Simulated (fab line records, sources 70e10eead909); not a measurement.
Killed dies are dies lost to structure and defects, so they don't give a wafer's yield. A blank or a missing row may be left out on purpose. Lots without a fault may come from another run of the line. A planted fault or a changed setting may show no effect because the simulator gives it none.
Which tool did it? | flow nand_harc | 24 lots, 72 wafers sampled, at 5 steps of a route of 1302

WHAT THE GAUGES READ, wafer by wafer
NHARC_A_BLC_OVL_MEAS_11. Usual: overlay_x_nm 0.3 nm, standard deviation 0.78; overlay_y_nm 0.0 nm, standard deviation 0.97.
lot  | measured     | on         | overlay_x_nm (nm) | overlay_y_nm (nm) | flag
L074 | day 23 00:10 | overlay-01 | 1.5 0.5 1.0       | 0.9 0.7 0.8       |
L075 | day 23 00:54 | overlay-02 | 1.2 0.8 1.4       | -0.4 -0.8 -0.2    |
L076 | day 23 06:40 | overlay-01 | 1.3 1.1 1.6       | 1.2 1.4 2.1       |
L077 | day 24 07:10 | overlay-01 | -0.4 0.3 -0.2     | 0.3 0.0 -0.3      |
L079 | day 24 18:10 | overlay-01 | 0.9 -0.3 1.1      | -1.3 -1.3 -1.8    |
L078 | day 25 08:18 | overlay-02 | 0.1 0.4 0.0       | 0.6 0.6 1.3       |
L081 | day 25 13:46 | overlay-01 | 0.7 -0.2 0.1      | 2.2 2.0 2.0       |
L082 | day 26 00:59 | overlay-02 | 1.5 1.5 1.5       | 0.3 0.2 0.3       |
L080 | day 26 04:16 | overlay-02 | -1.4 -1.1 -1.4    | -0.9 -0.9 -1.0    |
L083 | day 26 05:21 | overlay-02 | 0.9 0.3 0.5       | 1.2 1.2 1.1       |
L084 | day 26 10:55 | overlay-02 | 1.2 0.4 0.5       | 1.6 0.8 1.2       |
L085 | day 27 09:13 | overlay-01 | 0.0 -0.3 0.0      | -0.4 -0.2 -0.3    |
L086 | day 27 14:52 | overlay-01 | -0.5 -0.8 -1.1    | -0.1 -0.1 -0.3    |
L087 | day 27 17:17 | overlay-01 | 1.1 0.6 0.3       | 0.3 0.5 0.6       |
L088 | day 28 22:15 | overlay-01 | 1.3 0.1 0.3       | -1.3 -1.4 -1.8    |
L089 | day 28 23:56 | overlay-01 | 0.4 -0.1 0.1      | 0.9 0.6 0.8       |
L090 | day 29 17:31 | overlay-01 | -1.6 -1.5 -1.2    | 0.3 -0.2 -0.1     |
L091 | day 29 18:37 | overlay-01 | 0.6 0.6 0.5       | 0.4 0.9 0.9       |
L092 | day 29 22:45 | overlay-02 | 0.5 1.6 0.5       | -1.0 -1.1 -1.1    |
L093 | day 30 14:55 | overlay-01 | 0.7 0.2 -0.2      | 0.2 0.3 -0.2      |
L096 | day 30 21:42 | overlay-02 | -0.5 -0.3 -0.6    | -0.8 -1.0 -0.9    |
L094 | day 30 22:01 | overlay-01 | 1.4 0.9 0.9       | -1.2 -0.5 -1.4    |
L095 | day 31 03:24 | overlay-02 | -0.3 0.0 -0.6     | -0.8 -0.7 -0.3    |
L097 | day 32 14:44 | overlay-02 | 0.3 1.2 0.6       | 1.0 0.9 1.0       |

NHARC_A_M0_THK_MEAS_24: measures by xrf. Usual: thk_nm 113.9 nm, standard deviation 1.5.
lot  | measured     | on            | thk_nm (nm)       | flag
L074 | day 23 06:37 | film_metro-01 | 112.9 115.9 113.2 |
L075 | day 23 07:28 | film_metro-01 | 116.4 113.5 114.6 |
L076 | day 23 13:05 | film_metro-02 | 115.6 117.3 114.3 |
L077 | day 24 13:40 | film_metro-01 | 115.2 115.1 113.7 |
L079 | day 25 00:38 | film_metro-01 | 116.2 115.6 112.4 |
L078 | day 25 14:47 | film_metro-02 | 112.1 114.8 115.8 |
L081 | day 25 20:20 | film_metro-02 | 112.7 112.5 111.4 |
L082 | day 26 07:21 | film_metro-01 | 113.2 111.5 111.6 |
L080 | day 26 10:35 | film_metro-01 | 112.7 115.6 114.2 |
L083 | day 26 11:58 | film_metro-02 | 113.8 112.6 117.1 |
L084 | day 26 17:35 | film_metro-01 | 113.6 113.9 113.2 |
L085 | day 27 15:40 | film_metro-01 | 114.5 113.7 113.8 |
L086 | day 27 21:20 | film_metro-01 | 115.6 114.7 112.0 |
L087 | day 27 23:46 | film_metro-02 | 112.7 114.6 114.9 |
L088 | day 29 04:43 | film_metro-02 | 115.2 112.8 113.1 |
L089 | day 29 06:25 | film_metro-01 | 112.9 112.4 114.5 |
L090 | day 29 23:58 | film_metro-01 | 113.0 114.4 114.8 |
L091 | day 30 01:04 | film_metro-01 | 111.3 113.9 114.7 |
L092 | day 30 05:04 | film_metro-02 | 114.1 112.0 114.0 |
L093 | day 30 21:23 | film_metro-02 | 114.4 115.9 114.6 |
L096 | day 31 04:10 | film_metro-01 | 111.6 112.4 113.4 |
L094 | day 31 04:28 | film_metro-01 | 112.6 113.1 112.9 |
L095 | day 31 09:52 | film_metro-01 | 114.4 113.1 112.8 |
L097 | day 32 21:39 | film_metro-01 | 115.5 113.2 114.3 |

NHARC_A_M1_CD_MEAS_16. Usual: cd_nm 119.5 nm, standard deviation 0.79.
lot  | measured     | on        | cd_nm (nm)        | flag
L074 | day 23 08:39 | cd_sem-02 | 120.6 120.6 120.2 |
L075 | day 23 09:29 | cd_sem-03 | 118.3 119.8 119.1 |
L076 | day 23 15:01 | cd_sem-02 | 119.4 120.3 120.1 |
L077 | day 24 15:42 | cd_sem-02 | 120.5 119.6 119.2 |
L079 | day 25 02:39 | cd_sem-01 | 119.1 119.2 118.1 |
L078 | day 25 16:52 | cd_sem-02 | 120.0 120.0 119.3 |
L081 | day 25 22:25 | cd_sem-02 | 120.3 119.3 119.6 |
L082 | day 26 09:23 | cd_sem-01 | 118.7 119.9 118.9 |
L080 | day 26 12:30 | cd_sem-02 | 117.8 119.1 119.0 |
L083 | day 26 14:01 | cd_sem-01 | 120.0 121.0 120.4 |
L084 | day 26 19:41 | cd_sem-01 | 120.2 120.0 118.9 |
L085 | day 27 17:35 | cd_sem-01 | 120.7 120.8 121.1 |
L086 | day 27 23:25 | cd_sem-02 | 118.3 119.2 118.9 |
L087 | day 28 02:01 | cd_sem-01 | 118.5 118.1 118.6 |
L088 | day 29 06:38 | cd_sem-01 | 119.6 120.2 120.0 |
L089 | day 29 08:31 | cd_sem-01 | 119.7 118.7 120.2 |
L090 | day 30 01:59 | cd_sem-02 | 120.5 120.1 118.2 |
L091 | day 30 02:59 | cd_sem-02 | 120.5 120.0 118.7 |
L092 | day 30 07:07 | cd_sem-02 | 119.0 119.4 119.7 |
L093 | day 30 23:25 | cd_sem-02 | 118.8 120.4 120.1 |
L096 | day 31 06:22 | cd_sem-01 | 118.2 117.7 118.8 |
L094 | day 31 06:40 | cd_sem-02 | 119.7 120.1 118.1 |
L095 | day 31 12:05 | cd_sem-03 | 119.4 119.2 117.9 |
L097 | day 32 23:41 | cd_sem-01 | 119.3 118.5 119.2 |

WHICH TOOL RAN EACH LOT (tool, then ch and the chambers of the sampled wafers, then the start)
lot  | NHARC_A_BLC_CVD_24                       | NHARC_A_BLC_CMP_25
L074 | cvd_w-02 ch 0,1, day 23 02:50 or earlier | cmp-01 ch 0,2,3, day 23 02:50
L075 | cvd_w-01 ch 0,1, day 23 03:37 or earlier | cmp-02 ch 0,1,2, day 23 03:37
L076 | cvd_w-01 ch 1, day 23 09:17 or earlier   | cmp-02 ch 1,3, day 23 09:17
L077 | cvd_w-01 ch 0,1, day 24 09:50 or earlier | cmp-01 ch 1,2,3, day 24 09:50
L079 | cvd_w-02 ch 0,1, day 24 20:49 or earlier | cmp-03 ch 0,1,3, day 24 20:49
L078 | cvd_w-02 ch 0,1, day 25 10:58 or earlier | cmp-03 ch 0,1, day 25 10:58
L081 | cvd_w-01 ch 0,1, day 25 16:27 or earlier | cmp-02 ch 0,1,3, day 25 16:27
L082 | cvd_w-02 ch 0,1, day 26 03:37 or earlier | cmp-03 ch 0,1,3, day 26 03:37
L080 | cvd_w-01 ch 0,1, day 26 06:53 or earlier | cmp-01 ch 0,2,3, day 26 06:53
L083 | cvd_w-02 ch 0, day 26 08:03 or earlier   | cmp-02 ch 0,1,2, day 26 08:03
L084 | cvd_w-02 ch 0,1, day 26 13:40 or earlier | cmp-01 ch 0,1,3, day 26 13:40
L085 | cvd_w-02 ch 0,1, day 27 11:53 or earlier | cmp-01 ch 0,1,3, day 27 11:53
L086 | cvd_w-01 ch 0,1, day 27 17:31 or earlier | cmp-02 ch 0,1, day 27 17:31
L087 | cvd_w-02 ch 0,1, day 27 19:58 or earlier | cmp-02 ch 0,2,3, day 27 19:58
L088 | cvd_w-02 ch 0,1, day 29 00:55 or earlier | cmp-03 ch 0,3, day 29 00:55
L089 | cvd_w-01 ch 0,1, day 29 02:35 or earlier | cmp-03 ch 0,2, day 29 02:35
L090 | cvd_w-02 ch 0,1, day 29 20:10 or earlier | cmp-02 ch 0,3, day 29 20:10
L091 | cvd_w-01 ch 0,1, day 29 21:16 or earlier | cmp-03 ch 1,2,3, day 29 21:16
L092 | cvd_w-02 ch 0, day 30 01:23 or earlier   | cmp-03 ch 1,2, day 30 01:23
L093 | cvd_w-01 ch 0,1, day 30 17:34 or earlier | cmp-02 ch 1,2,3, day 30 17:34
L096 | cvd_w-02 ch 1, day 31 00:22 or earlier   | cmp-02 ch 0,1,3, day 31 00:22
L094 | cvd_w-01 ch 0,1, day 31 00:39 or earlier | cmp-01 ch 0,1,2, day 31 00:39
L095 | cvd_w-01 ch 0,1, day 31 06:04 or earlier | cmp-03 ch 0,3, day 31 06:04
L097 | cvd_w-02 ch 0,1, day 32 17:23 or earlier | cmp-01 ch 1,2, day 32 17:23
- NHARC_A_BLC_CVD_24: deposits W, target thk 150 nm, time 434 s.
- NHARC_A_BLC_CMP_25: polishes, t overpolish 30 s, target thk 150 nm.

WHAT THE TOOLS THEMSELVES READ (means of the sampled wafers that have a number; where no wafer has one, the mark that the record gives instead)
NHARC_A_BLC_CVD_24. Usual: heater_power_outer_w 254 W, standard deviation 12; heater_power_w 470 W, standard deviation 33; throttle_valve_pct 7.8 %, standard deviation 0.33.
lot  | tool     | heater_power_outer_w (W) | heater_power_w (W) | throttle_valve_pct (%) | flag
L074 | cvd_w-02 | 254                      | 475                | 7.7                    |
L075 | cvd_w-01 | 254                      | 474                | 7.9                    |
L076 | cvd_w-01 | 250                      | 454                | 7.8                    |
L077 | cvd_w-01 | 257                      | 485                | 7.9                    |
L079 | cvd_w-02 | 253                      | 457                | 7.7                    |
L078 | cvd_w-02 | 258                      | 472                | 7.8                    |
L081 | cvd_w-01 | 249                      | 454                | 7.8                    |
L082 | cvd_w-02 | 251                      | 455                | 7.6                    |
L080 | cvd_w-01 | 245                      | 463                | 7.8                    |
L083 | cvd_w-02 | 255                      | 491                | 8.0                    |
L084 | cvd_w-02 | 253                      | 459                | 7.6                    |
L085 | cvd_w-02 | 256                      | 465                | 7.7                    |
L086 | cvd_w-01 | 263                      | 498                | 8.0                    |
L087 | cvd_w-02 | 254                      | 451                | 7.6                    |
L088 | cvd_w-02 | 250                      | 451                | 7.6                    |
L089 | cvd_w-01 | 252                      | 462                | 7.9                    |
L090 | cvd_w-02 | 251                      | 451                | 7.6                    |
L091 | cvd_w-01 | 260                      | 484                | 8.0                    |
L092 | cvd_w-02 | 251                      | 483                | 7.9                    |
L093 | cvd_w-01 | 256                      | 463                | 7.8                    |
L096 | cvd_w-02 | 252                      | 425                | 7.4                    |
L094 | cvd_w-01 | 259                      | 482                | 8.0                    |
L095 | cvd_w-01 | 262                      | 483                | 8.1                    |
L097 | cvd_w-02 | 250                      | 464                | 7.6                    |

NHARC_A_BLC_CMP_25. Usual: motor_current_A 12.3 A, standard deviation 1.4; overpolish_run_s 30.000 s, standard deviation 0.0091; time_to_endpoint_s 29.3 s, standard deviation 2.6.
lot  | tool   | motor_current_A (A) | overpolish_run_s (s) | time_to_endpoint_s (s) | flag
L074 | cmp-01 | 12.0                | 29.997               | 31.2                   |
L075 | cmp-02 | 11.9                | 29.992               | 29.2                   |
L076 | cmp-02 | 12.5                | 30.008               | 30.1                   |
L077 | cmp-01 | 12.4                | 30.004               | 29.7                   |
L079 | cmp-03 | 12.7                | 30.007               | 30.0                   |
L078 | cmp-03 | 11.4                | 29.999               | 31.1                   |
L081 | cmp-02 | 12.7                | 29.999               | 27.6                   |
L082 | cmp-03 | 13.4                | 30.008               | 28.4                   |
L080 | cmp-01 | 11.5                | 30.005               | 33.6                   |
L083 | cmp-02 | 12.2                | 30.006               | 28.8                   |
L084 | cmp-01 | 13.0                | 30.003               | 30.3                   |
L085 | cmp-01 | 13.0                | 30.001               | 28.1                   |
L086 | cmp-02 | 12.3                | 30.004               | 30.5                   |
L087 | cmp-02 | 11.8                | 29.992               | 28.6                   |
L088 | cmp-03 | 12.7                | 29.991               | 25.6                   |
L089 | cmp-03 | 11.1                | 30.002               | 28.7                   |
L090 | cmp-02 | 11.7                | 29.995               | 29.3                   |
L091 | cmp-03 | 13.5                | 29.991               | 28.8                   |
L092 | cmp-03 | 11.9                | 29.997               | 27.2                   |
L093 | cmp-02 | 12.6                | 30.004               | 30.7                   |
L096 | cmp-02 | 12.4                | 29.998               | 25.9                   |
L094 | cmp-01 | 12.5                | 30.001               | 29.9                   |
L095 | cmp-03 | 12.2                | 30.003               | 25.8                   |
L097 | cmp-01 | 11.8                | 29.994               | 29.2                   |

THE ANSWER, worked out from the rows above alone
Rule: a lot is off if the mean of its wafers that have a number lies more than 3 standard deviations from the usual mean. A lot without any number at a reading at which 4 lots or more have one is off too. The other lots that the step has rows for count as sound. The gauges are gone through in route order, then the tools' own readings, and for those a lot's mean is taken as printed above. The first step at which some lot is off is used, and at that step the reading that is off furthest; a lot without a number counts as furthest.
No lot is off at any reading shown: from this, nothing can be told.

WHAT THE SIMULATOR HAD PUT IN
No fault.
